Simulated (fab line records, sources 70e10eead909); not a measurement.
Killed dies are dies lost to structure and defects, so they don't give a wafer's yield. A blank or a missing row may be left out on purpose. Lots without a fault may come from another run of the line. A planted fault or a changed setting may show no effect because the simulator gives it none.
fab line records | flow nand_harc
record lots=11 wafers=31 last_day=33
route steps=1302 shown A_ONON_D2@567 A_CHANNEL_HOLE_D2@580 END@1302
lots that met no fault: from a run of the same line without faults
start_h: hours from the record's first day to the start of the lot's first wafer shown | wait_h: hours since the lot's step before | " the same as in the row above | L1.1+2: a row that stands for several wafers | - no value, or no start given | * or withheld: withheld | < > ~ a bound
route shown NAME@n: a module of which the file shows steps, and the number in the route of the first | usual: mean/standard deviation of fault-free wafers | same: alike in all rows | chamber/n: place in a boat | sites: the reading at each site | _std_site: their standard deviation | _edge_site: outer sites' mean less inner sites' | radius_mm: how far each site lies from the wafer's centre | mask NAME#n: copy n | behind: the tool/chamber that last shaped the wafer | hold: why the lot was held/for how many hours/how that ended | device: the transistor (n, p or np) that didn't switch | end of line: the same wafers' tests at the end of the route | a step without rows: its recipe alone | killed: dies lost to structure and defects at the first sort, not the wafer's yield | map: a wafer's dies, x killed, . not, _ none there
set.NAME: the setting as run; set.NAME@STEP: as run at that earlier step | model.NAME: the simulator's own value behind a step, which no gauge read
steps of the route over a sample of lots; a table a step, a row a wafer
services: from which hour (start_h, from the record's first day; less than 0 if before it) a tool's chamber was out of use, for how many hours, and why
## steps
# step NHARC_A_ONON_D2_THK_MEAS_34
# recipe thk_meas_gauge=ellipsometry
# usual thk_nm=199/3.5
# columns lot.wafer tool chamber start_h wait_h thk_nm
L379.1 film_metro-01 - 355.36 - 196
L379.4 " - " " 202
L379.6 " - " " 202
L378.3 film_metro-02 - 355.37 - 198
L378.4 " - " " 195
L378.5 " - " " 199
L381.1 film_metro-02 - 390.82 - 196
L381.2 " - " " 200
L381.6 " - " " 198
L383.3 film_metro-02 - 404.44 - 196
L383.5 " - " " 202
L383.6 " - " " 199
L382.1 film_metro-02 - 404.65 - 198
L382.5 " - " " 196
L382.6 " - " " 201
L384.4 film_metro-02 - 424.66 - 199
L384.6 " - " " 199
L387.2 film_metro-02 - 435.26 - 196
L387.6 " - " " 196
L389.2 film_metro-02 - 460.10 - 203
L389.5 " - " " 205
L389.6 " - " " 205
L392.3 film_metro-02 - 480.41 - 200
L392.4 " - " " 200
L392.6 " - " " 199
L394.1 film_metro-01 - 517.99 - 201
L394.2 " - " " 200
L394.5 " - " " 203
L395.3 film_metro-01 - 529.81 - 203
L395.4 " - " " 201
L395.5 " - " " 206
# step NHARC_A_CHANNEL_HOLE_D2_PEB_08
# recipe peb_temp_c=100 peb_time_s=65
# usual heater_power_total_W=156.6/0.41
# columns lot.wafer tool chamber start_h wait_h heater_power_total_W
L379.1 litho_track-04 0 360.18 0.1 157.0
L379.4 " 0 " " 156.1
L379.6 " 0 " " 157.1
L378.3 litho_track-04 0 360.52 0.0 156.6
L378.4 " 0 " " 156.9
L378.5 " 0 " " 156.6
L381.1 litho_track-04 0 394.28 0.1 156.2
L381.2 " 0 " " 157.0
L381.6 " 0 " " 156.4
L383.3 litho_track-01 0 408.43 0.0 157.0
L383.5 " 0 " " 157.0
L383.6 " 0 " " 156.8
L382.1 litho_track-01 0 408.76 0.1 156.5
L382.5 " 0 " " 157.1
L382.6 " 0 " " 156.2
L384.4 litho_track-01 0 430.56 0.0 190.2
L384.6 " 0 " " 156.6
L387.2 litho_track-01 0 441.20 0.1 188.8
L387.6 " 0 " " 156.2
L389.2 litho_track-01 0 462.69 0.1 189.6
L389.5 " 0 " " 157.0
L389.6 " 0 " " 156.7
L392.3 litho_track-04 0 483.47 0.0 156.1
L392.4 " 0 " " 156.1
L392.6 " 0 " " 156.6
L394.1 litho_track-06 0 520.74 0.1 155.9
L394.2 " 0 " " 156.2
L394.5 " 0 " " 156.7
L395.3 litho_track-01 0 533.27 0.1 156.8
L395.4 " 0 " " 157.0
L395.5 " 0 " " 156.0
# step NHARC_A_CHANNEL_HOLE_D2_CD_MEAS_10
# recipe target_cd_nm=100 landing_energy_ev=500
# usual cd_nm=100.2/0.51
# columns lot.wafer tool chamber start_h wait_h cd_nm
L379.1 cd_sem-01 0 360.26 - 99.9
L379.4 " 0 " " 99.8
L379.6 " 0 " " 100.2
L378.3 cd_sem-01 0 360.61 - 100.6
L378.4 " 0 " " 100.3
L378.5 " 0 " " 99.4
L381.1 cd_sem-02 0 394.36 - 99.9
L381.2 " 0 " " 100.4
L381.6 " 0 " " 99.7
L383.3 cd_sem-01 0 408.51 - 99.5
L383.5 " 0 " " 99.4
L383.6 " 0 " " 99.5
L382.1 cd_sem-03 0 408.84 - 99.2
L382.5 " 0 " " 100.4
L382.6 " 0 " " 100.3
L384.4 cd_sem-02 0 430.64 - 88.4
L384.6 " 0 " " 99.9
L387.2 cd_sem-03 0 441.28 - 89.4
L387.6 " 0 " " 99.8
L389.2 cd_sem-02 0 462.77 - 90.2
L389.5 " 0 " " 100.8
L389.6 " 0 " " 100.1
L392.3 cd_sem-03 0 483.55 - 99.8
L392.4 " 0 " " 100.6
L392.6 " 0 " " 100.1
L394.1 cd_sem-03 0 520.82 - 99.6
L394.2 " 0 " " 100.3
L394.5 " 0 " " 100.2
L395.3 cd_sem-02 0 533.36 - 100.6
L395.4 " 0 " " 99.9
L395.5 " 0 " " 100.4
# step NHARC_A_CHANNEL_HOLE_D2_OVL_MEAS_11
# usual overlay_x_nm=0.3/0.74 overlay_y_nm=0.1/0.97
# columns lot.wafer tool chamber start_h wait_h overlay_x_nm overlay_y_nm
L379.1 overlay-01 - 360.35 - -0.1 1.3
L379.4 " - " " -0.1 1.3
L379.6 " - " " 0.3 1.8
L378.3 overlay-02 - 360.69 - 0.2 1.1
L378.4 " - " " -0.1 1.1
L378.5 " - " " 0.4 1.2
L381.1 overlay-01 - 394.45 - 1.0 0.8
L381.2 " - " " 1.3 0.6
L381.6 " - " " 0.8 0.4
L383.3 overlay-02 - 408.59 - 0.6 -0.3
L383.5 " - " " 0.4 -0.1
L383.6 " - " " -0.3 0.2
L382.1 overlay-01 - 408.92 - -1.0 0.9
L382.5 " - " " -1.1 0.4
L382.6 " - " " -0.4 1.1
L384.4 overlay-01 - 430.72 - 1.0 -1.4
L384.6 " - " " 1.3 -1.0
L387.2 overlay-01 - 441.37 - 1.1 -1.1
L387.6 " - " " 0.1 -0.9
L389.2 overlay-02 - 462.85 - 0.0 0.7
L389.5 " - " " 0.3 0.7
L389.6 " - " " -0.1 0.3
L392.3 overlay-02 - 483.64 - -1.3 0.0
L392.4 " - " " -1.4 -0.3
L392.6 " - " " -0.9 -0.3
L394.1 overlay-01 - 520.90 - -0.3 0.2
L394.2 " - " " -0.5 0.1
L394.5 " - " " 0.1 -0.5
L395.3 overlay-02 - 533.44 - -0.3 0.3
L395.4 " - " " -0.3 1.0
L395.5 " - " " -0.2 1.2
# step NHARC_A_CHANNEL_HOLE_D2_CD_MEAS_18
# usual cd_nm=100/3.9
# columns lot.wafer tool chamber start_h wait_h cd_nm
L378.3 cd_sem-01 - 361.89 - 96
L378.4 " - " " 99
L378.5 " - " " 101
L379.1 cd_sem-03 - 362.05 - 105
L379.4 " - " " 105
L379.6 " - " " 100
L381.1 cd_sem-01 - 395.67 - 107
L381.2 " - " " 98
L381.6 " - " " 109
L383.3 cd_sem-03 - 409.79 - 100
L383.5 " - " " 101
L383.6 " - " " 98
L382.1 cd_sem-01 - 410.13 - 99
L382.5 " - " " 98
L382.6 " - " " 102
L384.4 cd_sem-01 - 432.03 - 82
L384.6 " - " " 100
L387.2 cd_sem-01 - 442.58 - 89
L387.6 " - " " 97
L389.2 cd_sem-01 - 464.07 - 88
L389.5 " - " " 100
L389.6 " - " " 103
L392.3 cd_sem-02 - 484.85 - 103
L392.4 " - " " 99
L392.6 " - " " 103
L394.1 cd_sem-03 - 522.32 - 93
L394.2 " - " " 95
L394.5 " - " " 102
L395.3 cd_sem-03 - 534.65 - 98
L395.4 " - " " 102
L395.5 " - " " 104
# step NHARC_A_CHANNEL_HOLE_D2_ETCH_19
# recipe bias_v=1200 source_w=2500 pressure_mtorr=15 time_s=34.5 ar_flow_sccm=375 c4f8_flow_sccm=28.8 o2_flow_sccm=96.2 temp_c=-20 target_depth_a=* chemistry=C4F8/O2/Ar
# usual drypump_motor_current_A=5.5/0.41 mfc_ar_sccm=375.0/1.3 o2_flow_sccm=96.2/0.33 showerhead_plenum_p_Torr=3.69/0.15 throttle_valve_pct=37.038/0.0087
# columns lot.wafer tool chamber start_h wait_h drypump_motor_current_A mfc_ar_sccm o2_flow_sccm rf_hours_counter_h showerhead_plenum_p_Torr throttle_valve_pct
L378.3 har_etch-02 0 363.43 1.5 5.1 374.5 96.2 - 3.75 37.061
L378.4 " 1 " " 5.8 374.4 96.1 - 3.57 37.048
L378.5 " 0 " " 5.1 375.7 96.1 - 3.75 37.036
L379.1 har_etch-01 1 366.03 4.0 6.1 374.5 96.3 187 3.72 37.027
L379.4 " 0 " " 5.2 377.1 96.7 - 3.51 37.042
L379.6 " 1 " " 6.1 377.2 95.7 - 3.72 37.058
L381.2 har_etch-01 1 395.74 0.1 6.1 375.9 96.7 198 3.71 37.056
L381.1 " 0 " " 5.2 376.2 96.4 198 3.50 37.043
L381.6 " 1 " " 6.1 376.2 96.8 - 3.71 37.026
L383.3 har_etch-01 1 412.53 2.7 6.1 376.4 96.7 - 3.71 37.041
L383.5 " 0 " " 5.2 375.4 96.2 - 3.50 37.037
L383.6 " 1 " " 6.1 376.3 96.7 - 3.71 37.025
L382.1 har_etch-02 0 414.50 4.4 5.0 371.2 95.9 8 3.74 37.032
L382.6 " 0 " " 5.1 373.8 95.9 - 3.74 37.044
L382.5 " 1 " " 5.8 374.8 95.7 - 3.98 37.016
L384.4 har_etch-01 1 437.49 5.5 6.1 375.1 96.0 - 3.70 37.050
L384.6 " 1 " " 6.1 374.5 96.2 - 3.70 37.022
L387.2 har_etch-01 0 442.67 0.1 5.2 374.7 95.9 225 3.49 37.035
L387.6 " 1 " " 6.1 377.1 96.1 - 3.70 37.031
L389.2 har_etch-01 0 466.62 2.5 5.2 373.8 95.8 244 3.48 37.042
L389.5 " 0 " " 5.2 375.9 96.2 - 3.48 37.037
L389.6 " 1 " " 6.1 376.4 95.9 - 3.69 37.040
L392.3 har_etch-01 0 484.95 0.1 5.2 375.0 96.0 - 3.47 37.044
L392.4 " 1 " " 6.1 374.1 96.5 - 3.68 37.042
L392.6 " 1 " " 6.1 372.7 96.5 - 3.68 37.040
L394.1 har_etch-02 0 522.39 0.1 5.1 375.4 96.3 72 3.70 37.036
L394.2 " 1 " " 5.8 378.2 96.1 72 3.94 37.026
L394.5 " 1 " " 5.8 375.9 96.1 - 3.94 37.025
L395.3 har_etch-02 1 535.30 0.6 5.8 375.4 96.6 - 3.94 37.035
L395.4 " 0 " " 5.1 374.3 96.1 - 3.70 37.023
L395.5 " 0 " " 5.1 375.6 96.3 - 3.70 37.020
# step NHARC_A_CHANNEL_HOLE_D2_CD_MEAS_31
# usual cd_nm=89.4/1.3
# columns lot.wafer tool chamber start_h wait_h cd_nm
L378.3 cd_sem-01 - 368.90 - 88.3
L378.4 " - " " 87.3
L378.5 " - " " 87.2
L379.1 cd_sem-01 - 371.52 - 90.0
L379.4 " - " " 90.3
L379.6 " - " " 89.4
L381.1 cd_sem-01 - 401.27 - 91.5
L381.2 " - " " 88.9
L381.6 " - " " 90.5
L383.3 cd_sem-03 - 418.02 - 86.2
L383.5 " - " " 88.2
L383.6 " - " " 88.5
L382.1 cd_sem-03 - 420.01 - 88.5
L382.5 " - " " 91.5
L382.6 " - " " 90.7
L384.4 cd_sem-02 - 443.01 - 76.7
L384.6 " - " " 91.3
L387.2 cd_sem-01 - 448.34 - 77.8
L387.6 " - " " 88.2
L389.2 cd_sem-01 - 472.15 - 77.7
L389.5 " - " " 89.9
L389.6 " - " " 88.0
L392.3 cd_sem-02 - 490.48 - 85.7
L392.4 " - " " 88.4
L392.6 " - " " 87.9
L394.1 cd_sem-03 - 528.05 - 90.8
L394.2 " - " " 90.6
L394.5 " - " " 89.2
L395.3 cd_sem-01 - 540.80 - 87.9
L395.4 " - " " 89.6
L395.5 " - " " 89.0
# step NHARC_A_CHANNEL_HOLE_D2_XSEM_32
# recipe landing_energy_ev=35000
# usual bot_cd_nm=73.8/1.4 bow_nm=8.61/0.29 tilt_deg=0.07/0.031
# columns lot.wafer tool chamber start_h wait_h bot_cd_nm bow_nm tilt_deg
L378.3 xsem-01 0 368.99 0.1 72.9 8.38 0.06
L378.4 " 0 " " 72.8 8.41 0.06
L378.5 " 0 " " 71.7 8.38 0.06
L379.1 xsem-02 0 371.61 0.1 73.3 8.66 0.09
L379.4 " 0 " " 74.5 8.62 0.09
L379.6 " 0 " " 73.6 8.62 0.09
L381.1 xsem-01 0 401.36 0.1 74.9 8.91 0.13
L381.2 " 0 " " 73.1 8.84 0.13
L381.6 " 0 " " 74.3 8.80 0.13
L383.3 xsem-02 0 418.11 0.1 70.1 8.86 0.07
L383.5 " 0 " " 72.8 8.85 0.07
L383.6 " 0 " " 73.5 8.85 0.07
L382.1 xsem-01 0 420.10 0.1 72.1 9.20 0.09
L382.5 " 0 " " 76.4 9.28 0.09
L382.6 " 0 " " 74.0 9.23 0.09
L384.4 xsem-02 0 443.11 0.1 61.0 8.52 0.12
L384.6 " 0 " " 75.4 8.42 0.12
L387.2 xsem-02 0 448.44 0.1 62.6 9.01 0.06
L387.6 " 0 " " 72.3 9.00 0.07
L389.2 xsem-02 0 472.24 0.1 62.7 8.92 0.10
L389.5 " 0 " " 75.1 8.92 0.10
L389.6 " 0 " " 72.8 8.86 0.10
L392.3 xsem-02 0 490.57 0.1 70.9 8.53 0.07
L392.4 " 0 " " 73.7 8.49 0.07
L392.6 " 0 " " 73.6 8.42 0.07
L394.1 xsem-02 0 528.14 0.1 75.3 8.58 0.03
L394.2 " 0 " " 74.7 8.62 0.03
L394.5 " 0 " " 74.1 8.52 0.03
L395.3 xsem-01 0 540.89 0.1 72.8 8.51 0.02
L395.4 " 0 " " 74.8 8.52 0.02
L395.5 " 0 " " 74.0 8.50 0.02
# step NHARC_END_SORT_01
# recipe temp_c=25
# usual killed_at_array=54/21 killed_at_other=0.9/1.1 killed_at_periphery=3.5/2.5 killed_dies=58/21 killed_open=3.3/1.9 killed_short=2.6/1.8
# same gross_dies=677
# columns lot.wafer tool chamber start_h wait_h killed_at_array killed_at_other killed_at_periphery killed_dies killed_open killed_short
L379.1 prober-02 0 631.30 2.5 33 0 3 36 1 5
L379.4 prober-02 0 633.69 3.4 33 2 0 35 2 2
L379.6 prober-02 0 635.28 4.0 44 0 1 45 5 1
L378.3 prober-02 0 640.69 3.1 67 1 2 70 2 3
L378.4 prober-02 0 641.50 3.4 78 0 3 81 3 5
L378.5 prober-02 0 642.30 3.7 96 1 7 104 6 1
L381.1 prober-02 0 659.93 2.5 55 0 1 56 5 2
L381.2 prober-02 0 660.73 2.8 49 0 1 50 3 3
L381.6 prober-02 0 663.92 4.0 55 0 2 57 6 3
L382.1 prober-01 0 674.43 2.5 46 0 5 51 3 1
L382.5 prober-01 0 677.66 3.7 37 0 4 41 1 2
L382.6 prober-01 0 678.46 4.0 42 0 5 47 5 2
L383.3 prober-02 0 693.11 3.1 41 0 4 45 5 3
L383.5 prober-02 0 694.72 3.7 34 2 2 38 3 5
L383.6 prober-02 0 695.53 4.0 39 0 2 41 1 1
L387.2 prober-01 0 714.07 2.8 55 0 10 65 4 0
L387.6 prober-01 0 717.24 4.0 41 4 11 56 0 2
L384.4 prober-02 0 718.38 3.4 78 0 5 83 2 3
L384.6 prober-02 0 719.99 4.0 60 0 6 66 5 3
L389.2 prober-01 0 743.73 2.8 90 0 4 94 3 3
L389.5 prober-01 0 746.12 3.7 81 2 6 89 3 1
L389.6 prober-01 0 746.91 4.0 70 2 7 79 6 4
L392.3 prober-02 0 749.53 3.1 87 1 4 92 4 6
L392.4 prober-02 0 750.33 3.4 77 1 3 81 5 2
L392.6 prober-02 0 751.92 4.0 94 1 2 97 3 4
L394.1 prober-02 0 786.07 2.5 26 6 2 34 7 2
L394.2 prober-02 0 786.85 2.8 22 1 4 27 5 4
L394.5 prober-02 0 789.21 3.6 26 1 2 29 6 4
L395.3 prober-02 0 796.07 3.1 35 2 1 38 5 5
L395.4 prober-02 0 796.88 3.4 51 1 5 57 6 4
L395.5 prober-02 0 797.68 3.7 41 0 1 42 2 4
# killed by level:class
L379.1 A_SLIT:chamber_film_flake=17 A_CHANNEL_HOLE_D2:chamber_film_flake=6 A_ONON_D2:geometric_particle:short=2 A_WL_FILL:geometric_particle:short=2 A_CONTACT:chamber_film_flake=2 P_M0:geometric_particle:open=1 A_ONON_D1:geometric_particle:short=1 P_ZERO_WELL:chamber_film_flake=1
L379.4 A_SLIT:chamber_film_flake=12 A_CHANNEL_HOLE_D2:chamber_film_flake=12 A_CHANNEL_FILL_D2:chamber_film_flake=2 A_SOURCE_PLATE:geometric_particle:short=1 A_BLC:geometric_particle:open=1 A_M1:geometric_particle:open=1 STARTING-WAFER:geometric_particle:short=1 A_CHANNEL_HOLE_D1:chamber_film_flake=1
L379.6 A_SLIT:chamber_film_flake=27 A_CHANNEL_HOLE_D2:chamber_film_flake=6 A_CHANNEL_HOLE_D1:chamber_film_flake=3 A_CHANNEL_FILL_D2:geometric_particle:open=2 A_SOURCE_PLATE:geometric_particle:short=1 A_ONON_D1:geometric_particle:open=1 A_SGD_CUT:geometric_particle:open=1 A_CONTACT:geometric_particle:open=1
L378.3 A_CHANNEL_HOLE_D2:chamber_film_flake=24 A_CHANNEL_HOLE_D1:chamber_film_flake=18 A_SLIT:chamber_film_flake=15 A_STAIRCASE:chamber_film_flake=2 A_CONTACT:chamber_film_flake=2 A_CHANNEL_HOLE_D1:geometric_particle:open=1 A_DECK1_JOINT:geometric_particle:short=1 A_SGD_CUT:geometric_particle:open=1
L378.4 A_CHANNEL_HOLE_D2:chamber_film_flake=25 A_CHANNEL_HOLE_D1:chamber_film_flake=21 A_SLIT:chamber_film_flake=21 A_CHANNEL_FILL_D2:geometric_particle:open=2 A_SGD_CUT:geometric_particle:short=2 P_M2:chamber_film_flake=2 A_CHANNEL_FILL_D1:geometric_particle:short=1 A_DECK1_JOINT:geometric_particle:short=1
L378.5 A_CHANNEL_HOLE_D2:chamber_film_flake=32 A_CHANNEL_HOLE_D1:chamber_film_flake=27 A_SLIT:chamber_film_flake=23 A_CONTACT:chamber_film_flake=6 A_ZERO_WELL:chamber_film_flake=3 P_CONTACT:geometric_particle:open=2 P_STI:chamber_film_flake=2 P_M2:chamber_film_flake=2
L381.1 A_CHANNEL_HOLE_D1:chamber_film_flake=30 A_CHANNEL_HOLE_D2:chamber_film_flake=11 A_SLIT:chamber_film_flake=3 A_STAIRCASE:chamber_film_flake=2 A_BLC:chamber_film_flake=2 P_M2:geometric_particle:short=1 A_ONON_D1:geometric_particle:short=1 A_ONON_D1:geometric_particle:open=1
L381.2 A_CHANNEL_HOLE_D1:chamber_film_flake=28 A_CHANNEL_HOLE_D2:chamber_film_flake=9 A_STAIRCASE:chamber_film_flake=2 A_BLC:chamber_film_flake=2 P_STI:geometric_particle:short=1 A_SOURCE_PLATE:geometric_particle:short=1 A_CHANNEL_FILL_D1:geometric_particle:short=1 A_CHANNEL_FILL_D1:geometric_particle:open=1
L381.6 A_CHANNEL_HOLE_D1:chamber_film_flake=31 A_CHANNEL_HOLE_D2:chamber_film_flake=9 A_ONON_D1:geometric_particle:open=2 A_CHANNEL_HOLE_D1:geometric_particle:short=2 A_CHANNEL_FILL_D1:chamber_film_flake=2 A_STAIRCASE:chamber_film_flake=2 P_CONTACT:geometric_particle:open=1 A_CHANNEL_HOLE_D1:geometric_particle:open=1
L382.1 A_CHANNEL_HOLE_D1:chamber_film_flake=33 A_CONTACT:chamber_film_flake=5 P_ZERO_WELL:chamber_film_flake=2 A_STAIRCASE:chamber_film_flake=2 P_GATE:geometric_particle:open=1 P_M1:geometric_particle:open=1 A_CHANNEL_FILL_D2:geometric_particle:open=1 A_WL_FILL:geometric_particle:short=1
L382.5 A_CHANNEL_HOLE_D1:chamber_film_flake=21 A_CONTACT:chamber_film_flake=6 A_SLIT:chamber_film_flake=5 A_CHANNEL_FILL_D2:chamber_film_flake=3 P_CONTACT:geometric_particle:short=1 P_M0:geometric_particle:open=1 A_STAIRCASE:geometric_particle:short=1 P_ZERO_WELL:chamber_film_flake=1
L382.6 A_CHANNEL_HOLE_D1:chamber_film_flake=29 A_SLIT:chamber_film_flake=3 A_WL_FILL:chamber_film_flake=3 A_STAIRCASE:chamber_film_flake=2 P_M0:geometric_particle:open=1 P_M1:geometric_particle:short=1 P_M1:geometric_particle:open=1 A_ONON_D1:geometric_particle:short=1
L383.3 A_CHANNEL_HOLE_D2:chamber_film_flake=16 A_CHANNEL_HOLE_D1:chamber_film_flake=7 A_STAIRCASE:chamber_film_flake=6 A_CHANNEL_FILL_D1:chamber_film_flake=3 P_M0:geometric_particle:open=2 A_CHANNEL_FILL_D1:geometric_particle:short=2 A_CHANNEL_FILL_D2:chamber_film_flake=2 A_SLIT:chamber_film_flake=2
L383.5 A_CHANNEL_HOLE_D2:chamber_film_flake=9 A_CHANNEL_HOLE_D1:chamber_film_flake=7 A_SLIT:chamber_film_flake=3 A_STAIRCASE:chamber_film_flake=3 A_ONON_D1:geometric_particle:short=2 A_DECK1_JOINT:chamber_film_flake=2 A_CHANNEL_FILL_D2:chamber_film_flake=2 THIN_TSV:chamber_film_flake=2
L383.6 A_CHANNEL_HOLE_D2:chamber_film_flake=15 A_SLIT:chamber_film_flake=10 A_CHANNEL_FILL_D2:chamber_film_flake=4 A_STAIRCASE:chamber_film_flake=3 A_CHANNEL_HOLE_D1:chamber_film_flake=2 A_CONTACT:chamber_film_flake=2 P_CONTACT:geometric_particle:open=1 A_DECK1_JOINT:geometric_particle:short=1
L387.2 A_SLIT:chamber_film_flake=26 A_CHANNEL_HOLE_D2:chamber_film_flake=12 A_CHANNEL_HOLE_D2:area_peb=9 P_ZERO_WELL:chamber_film_flake=4 A_CHANNEL_HOLE_D1:chamber_film_flake=2 P_BONDPAD:chamber_film_flake=2 A_CHANNEL_FILL_D2:chamber_film_flake=2 A_CONTACT:chamber_film_flake=2
L387.6 A_SLIT:chamber_film_flake=19 A_CHANNEL_HOLE_D1:chamber_film_flake=10 A_CHANNEL_HOLE_D2:chamber_film_flake=6 THIN_TSV:chamber_film_flake=4 P_ZERO_WELL:chamber_film_flake=3 P_GATE:chamber_film_flake=3 P_BONDPAD:chamber_film_flake=3 P_CONTACT:chamber_film_flake=2
L384.4 A_CHANNEL_HOLE_D1:chamber_film_flake=34 A_CHANNEL_HOLE_D2:chamber_film_flake=15 A_CHANNEL_HOLE_D2:area_peb=7 A_SLIT:chamber_film_flake=6 P_M1:chamber_film_flake=4 A_STAIRCASE:chamber_film_flake=4 A_CHANNEL_FILL_D2:chamber_film_flake=3 A_CONTACT:chamber_film_flake=2
L384.6 A_CHANNEL_HOLE_D1:chamber_film_flake=33 A_CHANNEL_HOLE_D2:chamber_film_flake=8 A_STAIRCASE:chamber_film_flake=3 A_SLIT:chamber_film_flake=3 P_M1:chamber_film_flake=2 A_ZERO_WELL:chamber_film_flake=2 A_CHANNEL_FILL_D2:chamber_film_flake=2 A_CONTACT:chamber_film_flake=2
L389.2 A_CHANNEL_HOLE_D1:chamber_film_flake=37 A_SLIT:chamber_film_flake=28 A_CHANNEL_HOLE_D2:chamber_film_flake=8 A_CONTACT:chamber_film_flake=4 A_CHANNEL_HOLE_D2:area_peb=4 P_GATE:chamber_film_flake=3 A_STAIRCASE:chamber_film_flake=3 P_M0:geometric_particle:short=1
L389.5 A_CHANNEL_HOLE_D1:chamber_film_flake=33 A_SLIT:chamber_film_flake=29 A_CHANNEL_HOLE_D2:chamber_film_flake=8 A_CONTACT:chamber_film_flake=5 P_BONDPAD:chamber_film_flake=4 A_CHANNEL_FILL_D2:chamber_film_flake=2 THIN_TSV:chamber_film_flake=2 P_M1:geometric_particle:open=1
L389.6 A_CHANNEL_HOLE_D1:chamber_film_flake=32 A_SLIT:chamber_film_flake=19 A_CHANNEL_HOLE_D2:chamber_film_flake=8 A_CONTACT:chamber_film_flake=3 P_CONTACT:geometric_particle:open=2 A_DECK1_JOINT:geometric_particle:open=2 THIN_TSV:chamber_film_flake=2 P_M0:geometric_particle:open=1
L392.3 A_CHANNEL_HOLE_D1:chamber_film_flake=29 A_SLIT:chamber_film_flake=22 A_CHANNEL_HOLE_D2:chamber_film_flake=18 A_CONTACT:chamber_film_flake=5 A_WL_FILL:geometric_particle:short=2 P_ZERO_WELL:chamber_film_flake=2 A_CHANNEL_FILL_D1:chamber_film_flake=2 P_GATE:geometric_particle:open=1
L392.4 A_CHANNEL_HOLE_D1:chamber_film_flake=30 A_SLIT:chamber_film_flake=25 A_CHANNEL_HOLE_D2:chamber_film_flake=12 A_CHANNEL_FILL_D1:chamber_film_flake=3 P_CONTACT:geometric_particle:open=2 A_DECK1_JOINT:geometric_particle:short=2 A_ONON_D1:geometric_particle:open=1 A_ONON_D2:geometric_particle:open=1
L392.6 A_CHANNEL_HOLE_D1:chamber_film_flake=36 A_SLIT:chamber_film_flake=30 A_CHANNEL_HOLE_D2:chamber_film_flake=11 A_DECK1_JOINT:chamber_film_flake=3 A_ONON_D1:geometric_particle:short=2 A_CHANNEL_FILL_D1:geometric_particle:short=2 A_WL_FILL:geometric_particle:open=2 A_CHANNEL_FILL_D2:chamber_film_flake=2
L394.1 A_SLIT:chamber_film_flake=8 A_STAIRCASE:chamber_film_flake=4 THIN_TSV:chamber_film_flake=4 STARTING-WAFER:geometric_particle:short=2 A_M0:chamber_film_flake=2 P_STI:geometric_particle:open=1 A_CHANNEL_FILL_D1:geometric_particle:open=1 A_ONON_D2:geometric_particle:open=1
L394.2 A_SLIT:chamber_film_flake=6 A_CHANNEL_FILL_D1:chamber_film_flake=2 A_CONTACT:chamber_film_flake=2 P_M0:geometric_particle:open=1 P_M0:geometric_particle:short=1 A_CHANNEL_HOLE_D1:geometric_particle:open=1 A_CHANNEL_FILL_D1:geometric_particle:short=1 A_DECK1_JOINT:geometric_particle:open=1
L394.5 A_SLIT:chamber_film_flake=7 A_WL_FILL:geometric_particle:open=3 A_ONON_D1:geometric_particle:open=2 A_STAIRCASE:chamber_film_flake=2 A_CONTACT:chamber_film_flake=2 A_SOURCE_PLATE:geometric_particle:short=1 A_CHANNEL_FILL_D1:geometric_particle:short=1 A_CHANNEL_FILL_D2:geometric_particle:short=1
L395.3 A_SLIT:chamber_film_flake=15 A_STAIRCASE:chamber_film_flake=5 A_CONTACT:chamber_film_flake=5 P_STI:geometric_particle:open=1 A_ONON_D1:geometric_particle:open=1 A_ONON_D1:geometric_particle:short=1 A_CHANNEL_FILL_D1:geometric_particle:short=1 A_DECK1_JOINT:geometric_particle:short=1
L395.4 A_SLIT:chamber_film_flake=26 A_CONTACT:chamber_film_flake=10 A_CHANNEL_HOLE_D2:chamber_film_flake=4 P_M0:geometric_particle:short=2 A_WL_FILL:geometric_particle:open=2 A_STAIRCASE:chamber_film_flake=2 P_STI:geometric_particle:open=1 A_ONON_D2:geometric_particle:open=1
L395.5 A_SLIT:chamber_film_flake=22 A_STAIRCASE:chamber_film_flake=6 A_CONTACT:chamber_film_flake=4 A_ONON_D2:geometric_particle:short=2 A_DECK1_JOINT:chamber_film_flake=2 P_M2:geometric_particle:short=1 A_CHANNEL_FILL_D1:geometric_particle:open=1 A_ONON_D2:geometric_particle:open=1
## services
# columns tool chamber start_h hours kind
litho_track-06 - 354.00 7.0 pm
xsem-01 - 374.00 14.0 pm
litho_track-04 - 378.00 7.0 pm
har_etch-02 - 379.67 17.0 pm
har_etch-02 0 379.67 17.0 vent_cycle
har_etch-02 1 379.67 17.0 vent_cycle
har_etch-02 0 396.67 - clean
har_etch-02 0 396.67 - consumable_replace:focus_ring
har_etch-02 1 396.67 - clean
har_etch-02 1 396.67 - consumable_replace:focus_ring
har_etch-02 1 396.67 - consumable_replace:showerhead
litho_track-01 - 505.00 7.0 pm
litho_track-06 - 529.00 7.0 pm
litho_track-01 - 537.95 - consumable_replace:filter
## key
first_sign step=NHARC_A_CHANNEL_HOLE_D2_PEB_08 reading=heater_power_total_W direction=up sigmas=81 usual=* struck=*
effect step=NHARC_A_CHANNEL_HOLE_D2_CD_MEAS_10 reading=cd_nm direction=down sigmas=21 usual=100.2 struck=89.4
effect step=NHARC_A_CHANNEL_HOLE_D2_CD_MEAS_18 reading=cd_nm direction=down sigmas=3.6 usual=100 struck=86
effect step=NHARC_A_CHANNEL_HOLE_D2_CD_MEAS_31 reading=cd_nm direction=down sigmas=9 usual=89.4 struck=77.4
effect step=NHARC_A_CHANNEL_HOLE_D2_XSEM_32 reading=bot_cd_nm direction=down sigmas=8.6 usual=73.8 struck=62.1
met_at NHARC_A_CHANNEL_HOLE_D2_PEB_08
struck_lots L384,L387,L389
struck_wafers L384.4,L387.2,L389.2
tester_left_out L384,L387,L389
not_acting_at NHARC_A_ONON_D2_THK_MEAS_34,NHARC_A_CHANNEL_HOLE_D2_OVL_MEAS_11,NHARC_A_CHANNEL_HOLE_D2_ETCH_19
onset_between 408.76 430.56
fault kind=process_parameter_drift tool=litho_track-01 chamber=- onset_h=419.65 steps=NHARC_A_CHANNEL_HOLE_D2_PEB_08 channel=peb_time_s offset=* shape=step end_h=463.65 scope=struck_wafers_only acts_in=* stated=*
# tester_left_out: of these lots the tester's yield and bins aren't shown, on N5 and GAA mostly nor the transistor test; their killed dies are dies lost to structure and defects alone, not to doping, threshold or leakage, so they don't give the yield
